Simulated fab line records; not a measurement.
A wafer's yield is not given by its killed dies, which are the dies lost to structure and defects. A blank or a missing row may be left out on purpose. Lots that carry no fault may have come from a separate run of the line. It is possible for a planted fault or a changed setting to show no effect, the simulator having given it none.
fab line records || flow n5_finfet
[record] {"lots": 4, "wafers": 12, "last_day": 17}
route steps=1938 shown BEOL_M12@1650 BEOL_M13@1659 PASSIVATION@1936
lots that met no fault: from a run of the same line without faults
start_h: the number of hours between the record's first day and the start of the first shown wafer of the lot || wait_h: time in hours since the lot's previous step || " the same as in the row above || L1.1+2: one row covering several wafers at once || - no value, or no start was given || * or withheld: withheld || < > ~ a bound
route shown NAME@n: NAME is a module with steps in the file, n the number in the route of the first one || usual: mean and standard deviation over wafers with no fault || same: alike in all rows || chamber/n: place in a boat || sites: the reading at each site || _std_site: the standard deviation of these || _edge_site: the outer-site mean with the inner-site mean subtracted || radius_mm: for every site, how far away it sits from the centre of the wafer || mask NAME#n: copy n || behind: the last tool/chamber to shape the wafer || hold: why the lot went on hold/how many hours it stayed there/how the hold came to an end || device: the transistor (n, p or np) that didn't switch || end of line: at the end of the route, the tests of the same wafers || where a step has no rows: the recipe by itself || killed: count of dies lost to structure and defects at first sort (not the wafer's yield) || map: a wafer's dies, marking killed ones x, the rest . and places with no die _
set.NAME: the run value of the setting; set.NAME@STEP: its run value at that earlier step || model.NAME: the simulator's own value behind a step, which no gauge read
certain route steps with their lots: each step a table, each wafer a row
services: the hour from which a tool's chamber was out of use, counted from the record's first day as start_h (under 0 if before that day), plus the number of hours and why
[[steps]]
[step N5_BEOL_M12_SPUTTER_45]
[recipe] {"material": "Cu", "target_thk_a": 800, "temp_c": -20, "bias_v": 60, "power_w": 26000, "chamber_pressure_pa": 0.13, "time_s": 13.33}
[step N5_BEOL_M12_ECD_47]
[recipe] {"material": "Cu", "target_thk_a": 7200}
[step N5_BEOL_M12_ANNEAL_48]
[recipe] {"temp_c": 225, "time_s": 90, "ambient": "N2"}
[step N5_BEOL_M12_CMP_49]
[recipe] {"stop_on": "SiOC", "t_overpolish_s": 20.6, "down_force_psi": 1, "platen_rpm": 50, "clearing_platen_down_force_psi": 1.5, "clearing_platen_rpm": 50, "post_cmp_clean": "cu_alkaline", "target_thk_nm": 320, "clearing_platen_pad_velocity_m_s": 0.99484, "pad_velocity_m_s": 0.99484}
[step N5_BEOL_M12_PRE_CLEAN_52]
[recipe] {"gas": "NH3", "time_s": 15, "temp_c": "withheld", "rf_power_w": 300}
[step N5_BEOL_M12_DEP_53]
[recipe] {"material": "SiCN", "target_thk_a": 300, "temp_c": "withheld", "precursor": "3MS/NH3", "pressure_torr": 3, "rf_w": 675, "time_s": 10.5}
[step N5_BEOL_M13_ILD_DEP_00]
[recipe] {"material": "SiOC", "target_thk_a": 8379.2, "temp_c": 350, "precursor": "DEMS/O2", "pressure_torr": 5, "rf_w": 500, "time_s": 166.4}
[step N5_BEOL_M13_COAT_58]
[recipe] {"resist": "BARC", "temp_c": 205, "time_s": 60, "spin_rpm": 1500, "resist_thk_nm": 89}
[step N5_BEOL_M13_COAT_04]
[recipe] {"spin_rpm": 1625, "resist_thk_nm": 400}
[usual] {"dispense_pressure_kPa": "48.12/0.18", "spin_speed_rpm": "1624.8/1.1"}
{"lot.wafer": "L946.1", "tool": "litho_track-05", "chamber": 0, "start_h": 277.58, "wait_h": "-", "dispense_pressure_kPa": 48.35, "spin_speed_rpm": 1626.0, "model.coat_of_BEOL_M13_COAT_04.thk_nm": 399.4}
{"lot.wafer": "L946.5", "tool": "litho_track-05", "chamber": 0, "start_h": 277.58, "wait_h": "-", "dispense_pressure_kPa": 48.27, "spin_speed_rpm": 1625.5, "model.coat_of_BEOL_M13_COAT_04.thk_nm": 400}
{"lot.wafer": "L946.6", "tool": "litho_track-05", "chamber": 0, "start_h": 277.58, "wait_h": "-", "dispense_pressure_kPa": 48.32, "spin_speed_rpm": 1625.6, "model.coat_of_BEOL_M13_COAT_04.thk_nm": 399.2}
{"lot.wafer": "L944.2", "tool": "litho_track-05", "chamber": 0, "start_h": 280.47, "wait_h": "-", "dispense_pressure_kPa": 48.34, "spin_speed_rpm": 1916.6, "model.coat_of_BEOL_M13_COAT_04.thk_nm": 367.6}
{"lot.wafer": "L944.3", "tool": "litho_track-05", "chamber": 0, "start_h": 280.47, "wait_h": "-", "dispense_pressure_kPa": 48.28, "spin_speed_rpm": 1918.1, "model.coat_of_BEOL_M13_COAT_04.thk_nm": 367.2}
{"lot.wafer": "L944.5", "tool": "litho_track-05", "chamber": 0, "start_h": 280.47, "wait_h": "-", "dispense_pressure_kPa": 48.31, "spin_speed_rpm": 1918.9, "model.coat_of_BEOL_M13_COAT_04.thk_nm": 367.4}
{"lot.wafer": "L950.2", "tool": "litho_track-05", "chamber": 0, "start_h": 305.26, "wait_h": "-", "dispense_pressure_kPa": 48.26, "spin_speed_rpm": 1917.8, "model.coat_of_BEOL_M13_COAT_04.thk_nm": 368.2}
{"lot.wafer": "L950.3", "tool": "litho_track-05", "chamber": 0, "start_h": 305.26, "wait_h": "-", "dispense_pressure_kPa": 48.25, "spin_speed_rpm": 1918.7, "model.coat_of_BEOL_M13_COAT_04.thk_nm": 369.2}
{"lot.wafer": "L950.5", "tool": "litho_track-05", "chamber": 0, "start_h": 305.26, "wait_h": "-", "dispense_pressure_kPa": 48.29, "spin_speed_rpm": 1917.7, "model.coat_of_BEOL_M13_COAT_04.thk_nm": 368.8}
{"lot.wafer": "L958.1", "tool": "litho_track-02", "chamber": 0, "start_h": 376.77, "wait_h": "-", "dispense_pressure_kPa": 47.88, "spin_speed_rpm": 1624.4, "model.coat_of_BEOL_M13_COAT_04.thk_nm": 401.6}
{"lot.wafer": "L958.4", "tool": "litho_track-02", "chamber": 0, "start_h": 376.77, "wait_h": "-", "dispense_pressure_kPa": 47.89, "spin_speed_rpm": 1624.4, "model.coat_of_BEOL_M13_COAT_04.thk_nm": 401}
{"lot.wafer": "L958.6", "tool": "litho_track-02", "chamber": 0, "start_h": 376.77, "wait_h": "-", "dispense_pressure_kPa": 47.88, "spin_speed_rpm": 1623.7, "model.coat_of_BEOL_M13_COAT_04.thk_nm": 400.6}
[step N5_BEOL_M13_EBR_06]
[recipe] {"solvent": "PGMEA", "ebr_width_mm": 1.5}
[step N5_BEOL_M13_SOFTBAKE_05]
[recipe] {"temp_c": 130, "time_s": 60}
[step N5_BEOL_M13_EXPOSE_07]
[recipe] {"mask_id": "V12", "na": 0.93, "source_shape": "conventional", "sigma_outer": 0.6, "polarization": "unpolarized", "attpsm_phase_deg": 180, "dose_mj": 24.8}
[step N5_BEOL_M13_PEB_08]
[recipe] {"peb_temp_c": 130, "peb_time_s": 90}
[step N5_BEOL_M13_DEVELOP_09]
[recipe] {"develop_time_s": 45, "rinse_liquid": "diw", "dry": "air_spin", "dev_temp_c": 21}
[step N5_BEOL_M13_HARDBAKE_14]
[recipe] {"temp_c": 130, "time_s": 120}
[step N5_BEOL_M13_DESCUM_15]
[recipe] {"chemistry": "O2", "time_s": 7.9, "source_power_w": 50, "bias_power_w": 20, "pressure_mtorr": 20, "rf_frequency_hz": 2.712e+07, "temp_c": 40, "o2_flow_sccm": 225}
[step N5_BEOL_M13_ETCH_59]
[recipe] {"chemistry": "N2/H2", "target": "BARC", "target_depth_a": 890, "overetch_a": 267, "time_s": 67.9, "ion_energy_ev": 200, "pressure_mtorr": 30, "source_w": 840, "bias_w": 150, "n2_flow_sccm": 200, "h2_flow_sccm": 200}
[step N5_BEOL_M13_VIA_ETCH_16]
[recipe] {"chemistry": "C4F8/O2/Ar", "target": "SiOC", "pressure_mtorr": 30, "source_w": 3000, "bias_w": 700, "Ar_flow_sccm": 400, "C4F8_flow_sccm": 15, "O2_flow_sccm": 8, "he_inner_torr": 15, "he_outer_torr": 30, "target_depth_a": 9217, "time_s": "withheld", "ion_energy_ev": 250, "ends": "cleared"}
[usual] {"drypump_motor_current_A": "5.9/0.34", "he_inner_torr": "14.996/0.029", "mfc_ar_sccm": "400.0/1.1", "oes_product_au": "0.73/0.079", "rf_vpp_V": "666.9/2.7", "showerhead_plenum_p_Torr": "3.46/0.085", "throttle_valve_pct": "24.22/0.22"}
{"lot.wafer": "L946.1", "tool": "rie_diel-05", "chamber": 0, "start_h": 278.03, "wait_h": 0.0, "drypump_motor_current_A": 6.1, "he_inner_torr": 14.978, "mfc_ar_sccm": 400.9, "oes_product_au": 0.62, "rf_vpp_V": 668.0, "showerhead_plenum_p_Torr": 3.51, "throttle_valve_pct": 24.39, "model.coat_of_BEOL_M13_COAT_04.thk_nm": 77.6}
{"lot.wafer": "L946.5", "tool": "rie_diel-05", "chamber": 2, "start_h": 278.03, "wait_h": 0.0, "drypump_motor_current_A": 5.0, "he_inner_torr": 14.992, "mfc_ar_sccm": 399.4, "oes_product_au": 0.65, "rf_vpp_V": 659.8, "showerhead_plenum_p_Torr": 3.28, "throttle_valve_pct": 24.18, "model.coat_of_BEOL_M13_COAT_04.thk_nm": 70}
{"lot.wafer": "L946.6", "tool": "rie_diel-05", "chamber": 1, "start_h": 278.03, "wait_h": 0.0, "drypump_motor_current_A": 6.1, "he_inner_torr": 15.003, "mfc_ar_sccm": 398.7, "oes_product_au": 0.66, "rf_vpp_V": 666.0, "showerhead_plenum_p_Torr": 3.39, "throttle_valve_pct": 24.15, "model.coat_of_BEOL_M13_COAT_04.thk_nm": 68.4}
{"lot.wafer": "L944.2", "tool": "rie_diel-01", "chamber": 2, "start_h": 280.91, "wait_h": 0.0, "drypump_motor_current_A": 5.9, "he_inner_torr": 15.011, "mfc_ar_sccm": 401.6, "oes_product_au": 0.83, "rf_vpp_V": 671.4, "showerhead_plenum_p_Torr": 3.59, "throttle_valve_pct": 24.01, "model.coat_of_BEOL_M13_COAT_04.thk_nm": 36.6}
{"lot.wafer": "L944.3", "tool": "rie_diel-01", "chamber": 1, "start_h": 280.91, "wait_h": 0.0, "drypump_motor_current_A": 5.8, "he_inner_torr": 15.064, "mfc_ar_sccm": 400.9, "oes_product_au": 0.81, "rf_vpp_V": 667.2, "showerhead_plenum_p_Torr": 3.51, "throttle_valve_pct": 24.33, "model.coat_of_BEOL_M13_COAT_04.thk_nm": 39.6}
{"lot.wafer": "L944.5", "tool": "rie_diel-01", "chamber": 1, "start_h": 280.91, "wait_h": 0.0, "drypump_motor_current_A": 5.8, "he_inner_torr": 14.999, "mfc_ar_sccm": 399.8, "oes_product_au": 0.81, "rf_vpp_V": 666.3, "showerhead_plenum_p_Torr": 3.51, "throttle_valve_pct": 24.33, "model.coat_of_BEOL_M13_COAT_04.thk_nm": 36.2}
{"lot.wafer": "L950.2", "tool": "rie_diel-05", "chamber": 0, "start_h": 305.83, "wait_h": 0.0, "drypump_motor_current_A": 6.1, "he_inner_torr": 15.002, "mfc_ar_sccm": 401.9, "oes_product_au": 0.60, "rf_vpp_V": 667.0, "showerhead_plenum_p_Torr": 3.50, "throttle_valve_pct": 24.40, "model.coat_of_BEOL_M13_COAT_04.thk_nm": 43}
{"lot.wafer": "L950.3", "tool": "rie_diel-05", "chamber": 3, "start_h": 305.83, "wait_h": 0.0, "drypump_motor_current_A": 5.8, "he_inner_torr": 15.042, "mfc_ar_sccm": 400.3, "oes_product_au": 0.83, "rf_vpp_V": 668.2, "showerhead_plenum_p_Torr": 3.47, "throttle_valve_pct": 24.08, "model.coat_of_BEOL_M13_COAT_04.thk_nm": 47.6}
{"lot.wafer": "L950.5", "tool": "rie_diel-05", "chamber": 3, "start_h": 305.83, "wait_h": 0.0, "drypump_motor_current_A": 5.8, "he_inner_torr": 15.002, "mfc_ar_sccm": 398.9, "oes_product_au": 0.83, "rf_vpp_V": 667.7, "showerhead_plenum_p_Torr": 3.47, "throttle_valve_pct": 24.08, "model.coat_of_BEOL_M13_COAT_04.thk_nm": 44.6}
{"lot.wafer": "L958.1", "tool": "rie_diel-05", "chamber": 1, "start_h": 377.22, "wait_h": 0.0, "drypump_motor_current_A": 6.0, "he_inner_torr": 14.946, "mfc_ar_sccm": 401.1, "oes_product_au": 0.63, "rf_vpp_V": 664.3, "showerhead_plenum_p_Torr": 3.37, "throttle_valve_pct": 24.19, "model.coat_of_BEOL_M13_COAT_04.thk_nm": 76}
{"lot.wafer": "L958.4", "tool": "rie_diel-05", "chamber": 2, "start_h": 377.22, "wait_h": 0.0, "drypump_motor_current_A": 5.0, "he_inner_torr": 15.026, "mfc_ar_sccm": 398.8, "oes_product_au": 0.62, "rf_vpp_V": 661.0, "showerhead_plenum_p_Torr": 3.26, "throttle_valve_pct": 24.21, "model.coat_of_BEOL_M13_COAT_04.thk_nm": 71.2}
{"lot.wafer": "L958.6", "tool": "rie_diel-05", "chamber": 2, "start_h": 377.22, "wait_h": 0.0, "drypump_motor_current_A": 5.0, "he_inner_torr": 15.054, "mfc_ar_sccm": 399.3, "oes_product_au": 0.61, "rf_vpp_V": 661.2, "showerhead_plenum_p_Torr": 3.26, "throttle_valve_pct": 24.22, "model.coat_of_BEOL_M13_COAT_04.thk_nm": 68.2}
[step N5_BEOL_M13_STRIP_63]
[recipe] {"chemistry": "N2/H2", "power_w": 1000, "temp_c": 250, "h2_frac": 0.65, "overash_fraction": 0.3, "pressure_mtorr": 1000, "n2_flow_sccm": 1750, "h2_flow_sccm": 3250}
[usual] {"drypump_motor_current_A": "6.38/0.079", "heater_power_w": "320/17", "oes_product_au": "0.674/0.0048", "strip_time_to_endpoint_s": "28.1/1"}
{"lot.wafer": "L946.1", "tool": "plasma_asher-02", "chamber": 1, "start_h": 278.26, "wait_h": "-", "drypump_motor_current_A": 6.43, "heater_power_w": 348, "oes_product_au": 0.679, "rf_hours_counter_h": 86, "strip_time_to_endpoint_s": 29.8}
{"lot.wafer": "L946.5", "tool": "plasma_asher-02", "chamber": 0, "start_h": 278.26, "wait_h": "-", "drypump_motor_current_A": 6.25, "heater_power_w": 318, "oes_product_au": 0.676, "rf_hours_counter_h": "-", "strip_time_to_endpoint_s": 27.7}
{"lot.wafer": "L946.6", "tool": "plasma_asher-02", "chamber": 1, "start_h": 278.26, "wait_h": "-", "drypump_motor_current_A": 6.41, "heater_power_w": 349, "oes_product_au": 0.668, "rf_hours_counter_h": "-", "strip_time_to_endpoint_s": 27.2}
{"lot.wafer": "L944.2", "tool": "plasma_asher-01", "chamber": 0, "start_h": 281.15, "wait_h": "-", "drypump_motor_current_A": 6.44, "heater_power_w": 302, "oes_product_au": 0.648, "rf_hours_counter_h": 112, "strip_time_to_endpoint_s": 17.3}
{"lot.wafer": "L944.3", "tool": "plasma_asher-01", "chamber": 1, "start_h": 281.15, "wait_h": "-", "drypump_motor_current_A": 6.42, "heater_power_w": 311, "oes_product_au": 0.653, "rf_hours_counter_h": "-", "strip_time_to_endpoint_s": 18.3}
{"lot.wafer": "L944.5", "tool": "plasma_asher-01", "chamber": 1, "start_h": 281.15, "wait_h": "-", "drypump_motor_current_A": 6.40, "heater_power_w": 319, "oes_product_au": 0.642, "rf_hours_counter_h": "-", "strip_time_to_endpoint_s": 17.2}
{"lot.wafer": "L950.2", "tool": "plasma_asher-01", "chamber": 1, "start_h": 306.07, "wait_h": "-", "drypump_motor_current_A": 6.42, "heater_power_w": 320, "oes_product_au": 0.653, "rf_hours_counter_h": 117, "strip_time_to_endpoint_s": 19.4}
{"lot.wafer": "L950.3", "tool": "plasma_asher-01", "chamber": 0, "start_h": 306.07, "wait_h": "-", "drypump_motor_current_A": 6.43, "heater_power_w": 305, "oes_product_au": 0.661, "rf_hours_counter_h": "-", "strip_time_to_endpoint_s": 20.9}
{"lot.wafer": "L950.5", "tool": "plasma_asher-01", "chamber": 0, "start_h": 306.07, "wait_h": "-", "drypump_motor_current_A": 6.44, "heater_power_w": 299, "oes_product_au": 0.653, "rf_hours_counter_h": "-", "strip_time_to_endpoint_s": 19.9}
{"lot.wafer": "L958.1", "tool": "plasma_asher-02", "chamber": 1, "start_h": 377.45, "wait_h": "-", "drypump_motor_current_A": 6.40, "heater_power_w": 339, "oes_product_au": 0.671, "rf_hours_counter_h": 104, "strip_time_to_endpoint_s": 29.4}
{"lot.wafer": "L958.4", "tool": "plasma_asher-02", "chamber": 1, "start_h": 377.45, "wait_h": "-", "drypump_motor_current_A": 6.44, "heater_power_w": 343, "oes_product_au": 0.669, "rf_hours_counter_h": "-", "strip_time_to_endpoint_s": 28.0}
{"lot.wafer": "L958.6", "tool": "plasma_asher-02", "chamber": 0, "start_h": 377.45, "wait_h": "-", "drypump_motor_current_A": 6.26, "heater_power_w": 316, "oes_product_au": 0.669, "rf_hours_counter_h": "-", "strip_time_to_endpoint_s": 27.1}
[step N5_BEOL_M13_STRIP_64]
[recipe] {"chemistry": "N2/H2", "power_w": 1000, "temp_c": 250, "h2_frac": 0.65, "overash_fraction": 0.3, "pressure_mtorr": "withheld", "n2_flow_sccm": 1750, "h2_flow_sccm": 3250}
[step N5_PASSIVATION_PROBE_49]
[usual] {"defect_limited_yield": "91.2/1.4", "killed_at_M0_to_M3": "34/9.4", "killed_at_M4_up": "14/5.6", "killed_at_contacts": "13/7.8", "killed_at_front_end": "37/10", "killed_at_other": "4/3.3", "killed_dies": "103/17", "killed_open": "68/13", "killed_short": "33/8.2", "sort_bin_5_function": "5.1/0.92", "sort_bin_6_memory": "3.3/0.71", "sort_bin_8_speed": "0.01/0.043", "sort_n_pass": "1077/17", "sort_yield_pct": "91.2/1.4"}
[same] {"gross_dies": 1180, "killed_at_back_side": 0, "sort_bin_4_leakage[%]": 0}
{"lot.wafer": "L946.1", "tool": "prober-02", "chamber": "-", "start_h": 309.04, "wait_h": 0.0, "defect_limited_yield[%]": 87.3, "killed_at_M0_to_M3": 29, "killed_at_M4_up": 23, "killed_at_contacts": 24, "killed_at_front_end": 70, "killed_at_other": 4, "killed_dies": 150, "killed_open": 97, "killed_short": 53, "sort_bin_5_function[%]": 6.7, "sort_bin_6_memory[%]": 5.3, "sort_bin_8_speed[%]": 0, "sort_n_pass": 1030, "sort_yield_pct[%]": 87.3}
{"lot.wafer": "L946.5", "tool": "prober-02", "chamber": "-", "start_h": 309.24, "wait_h": 0.2, "defect_limited_yield[%]": 90.8, "killed_at_M0_to_M3": 34, "killed_at_M4_up": 25, "killed_at_contacts": 10, "killed_at_front_end": 38, "killed_at_other": 2, "killed_dies": 109, "killed_open": 69, "killed_short": 40, "sort_bin_5_function[%]": 5.0, "sort_bin_6_memory[%]": 3.6, "sort_bin_8_speed[%]": 0, "sort_n_pass": 1071, "sort_yield_pct[%]": 90.8}
{"lot.wafer": "L946.6", "tool": "prober-02", "chamber": "-", "start_h": 309.29, "wait_h": 0.3, "defect_limited_yield[%]": 90.8, "killed_at_M0_to_M3": 28, "killed_at_M4_up": 19, "killed_at_contacts": 11, "killed_at_front_end": 44, "killed_at_other": 6, "killed_dies": 108, "killed_open": 65, "killed_short": 43, "sort_bin_5_function[%]": 4.7, "sort_bin_6_memory[%]": 3.9, "sort_bin_8_speed[%]": 0, "sort_n_pass": 1072, "sort_yield_pct[%]": 90.8}
{"lot.wafer": "L950.2", "tool": "prober-02", "chamber": "-", "start_h": 343.88, "wait_h": 0.1, "defect_limited_yield[%]": 92.8, "killed_at_M0_to_M3": 20, "killed_at_M4_up": 9, "killed_at_contacts": 8, "killed_at_front_end": 45, "killed_at_other": 3, "killed_dies": 85, "killed_open": 59, "killed_short": 24, "sort_bin_5_function[%]": 4.0, "sort_bin_6_memory[%]": 3.1, "sort_bin_8_speed[%]": 0, "sort_n_pass": 1095, "sort_yield_pct[%]": 92.8}
{"lot.wafer": "L950.3", "tool": "prober-02", "chamber": "-", "start_h": 343.93, "wait_h": 0.1, "defect_limited_yield[%]": 91.5, "killed_at_M0_to_M3": 24, "killed_at_M4_up": 14, "killed_at_contacts": 12, "killed_at_front_end": 44, "killed_at_other": 6, "killed_dies": 100, "killed_open": 67, "killed_short": 33, "sort_bin_5_function[%]": 5.5, "sort_bin_6_memory[%]": 2.8, "sort_bin_8_speed[%]": 0, "sort_n_pass": 1080, "sort_yield_pct[%]": 91.5}
{"lot.wafer": "L950.5", "tool": "prober-02", "chamber": "-", "start_h": 344.03, "wait_h": 0.2, "defect_limited_yield[%]": 90.4, "killed_at_M0_to_M3": 25, "killed_at_M4_up": 19, "killed_at_contacts": 10, "killed_at_front_end": 52, "killed_at_other": 7, "killed_dies": 113, "killed_open": 78, "killed_short": 34, "sort_bin_5_function[%]": 5.8, "sort_bin_6_memory[%]": 3.3, "sort_bin_8_speed[%]": 0, "sort_n_pass": 1067, "sort_yield_pct[%]": 90.4}
// killed by level:class
L946.1 STI_FIN_REVEAL:geometric_particle:open=21 FIN_SAQP:geometric_particle:short=18 MOL_CONTACT_COAG:geometric_particle:open=18 FIN_SAQP:geometric_particle:open=12 BEOL_M4:geometric_particle:open=11 BEOL_M4:geometric_particle:short=8 BEOL_M0_SAQP:geometric_particle:open=7 MOL_CONTACT_COAG:geometric_particle:short=6
L946.5 BEOL_M4:geometric_particle:open=12 MOL_CONTACT_COAG:geometric_particle:open=9 BEOL_M0_SAQP:geometric_particle:short=9 FIN_SAQP:geometric_particle:short=8 STI_FIN_REVEAL:geometric_particle:open=8 BEOL_M2:geometric_particle:open=7 BEOL_M0_SAQP:geometric_particle:open=6 STARTING-WAFER:geometric_particle:short=6
L946.6 BEOL_M0_SAQP:geometric_particle:short=12 BEOL_M4:geometric_particle:open=12 STI_FIN_REVEAL:geometric_particle:open=11 FIN_SAQP:geometric_particle:open=9 MOL_CONTACT_COAG:geometric_particle:open=8 FIN_SAQP:geometric_particle:short=6 BEOL_M1:geometric_particle:open=5 STARTING-WAFER:geometric_particle:open=5
L950.2 STI_FIN_REVEAL:geometric_particle:open=16 MOL_CONTACT_COAG:geometric_particle:open=7 BEOL_M0_SAQP:geometric_particle:short=6 FIN_SAQP:geometric_particle:short=4 BEOL_M0_SAQP:geometric_particle:open=4 STI_FIN_REVEAL:geometric_particle:short=3 DUMMY_GATE:geometric_particle:open=3 ILD0:geometric_particle:open=3
L950.3 STI_FIN_REVEAL:geometric_particle:open=12 MOL_CONTACT_COAG:geometric_particle:open=10 FIN_SAQP:geometric_particle:open=8 BEOL_M0_SAQP:geometric_particle:short=8 FIN_SAQP:geometric_particle:short=6 GATE_CUT:geometric_particle:short=6 BEOL_M5:geometric_particle:open=5 BEOL_M0_SAQP:geometric_particle:open=4
L950.5 STI_FIN_REVEAL:geometric_particle:open=17 MOL_CONTACT_COAG:geometric_particle:open=10 BEOL_M0_SAQP:geometric_particle:open=9 FIN_SAQP:geometric_particle:open=7 STI_FIN_REVEAL:geometric_particle:short=7 BEOL_M4:geometric_particle:open=6 ILD0:geometric_particle:open=4 FIN_SAQP:geometric_particle:short=4
[[services]]
{"tool": "litho_track-05", "chamber": "-", "start_h": 263.07, "hours": "-", "kind": "consumable_replace:filter"}
{"tool": "plasma_asher-01", "chamber": "-", "start_h": 287.13, "hours": 3.1, "kind": "repair"}
{"tool": "rie_diel-05", "chamber": 0, "start_h": 306.85, "hours": "-", "kind": "clean"}
{"tool": "rie_diel-05", "chamber": 0, "start_h": 306.85, "hours": "-", "kind": "consumable_replace:focus_ring"}
{"tool": "rie_diel-05", "chamber": 0, "start_h": 306.85, "hours": 23.4, "kind": "scheduled_down"}
{"tool": "rie_diel-05", "chamber": 0, "start_h": 306.85, "hours": 23.4, "kind": "vent_cycle"}
{"tool": "rie_diel-01", "chamber": 0, "start_h": 309.55, "hours": 5.6, "kind": "repair"}
{"tool": "rie_diel-01", "chamber": "-", "start_h": 320.61, "hours": 2.8, "kind": "pm"}
{"tool": "litho_track-02", "chamber": "-", "start_h": 336.53, "hours": "-", "kind": "consumable_replace:filter"}
{"tool": "plasma_asher-02", "chamber": "-", "start_h": 338.81, "hours": 2.4, "kind": "repair"}
{"tool": "litho_track-02", "chamber": "-", "start_h": 347.00, "hours": "-", "kind": "consumable_replace:filter"}
{"tool": "rie_diel-01", "chamber": 3, "start_h": 370.74, "hours": 13.1, "kind": "repair"}
[[key]]
[first_sign] {"step": "N5_BEOL_M13_COAT_04", "reading": "spin_speed_rpm", "direction": "up", "sigmas": "99+", "usual": "*", "struck": "*"}
[effect] {"step": "N5_BEOL_M13_STRIP_63", "reading": "strip_time_to_endpoint_s", "direction": "down", "sigmas": 9, "usual": "*", "struck": "*"}
[model_effect] {"step": "N5_BEOL_M13_COAT_04", "value": "coat_of_BEOL_M13_COAT_04.thk_nm", "without": 399.8, "struck": 368.1}
[model_effect] {"step": "N5_BEOL_M13_VIA_ETCH_16", "value": "coat_of_BEOL_M13_COAT_04.thk_nm", "without": 73.1, "struck": 41.27}
met_at N5_BEOL_M13_COAT_04
struck_wafers L944.2,L944.3,L944.5,L950.2,L950.3,L950.5
onset_between 277.58 280.47
[fault] {"kind": "process_parameter_drift", "tool": "litho_track-05", "chamber": "-", "onset_h": 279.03, "steps": "N5_BEOL_M13_COAT_04", "channel": "spin_rpm", "offset": "*", "shape": "step", "acts_in": "*", "stated": "*"}
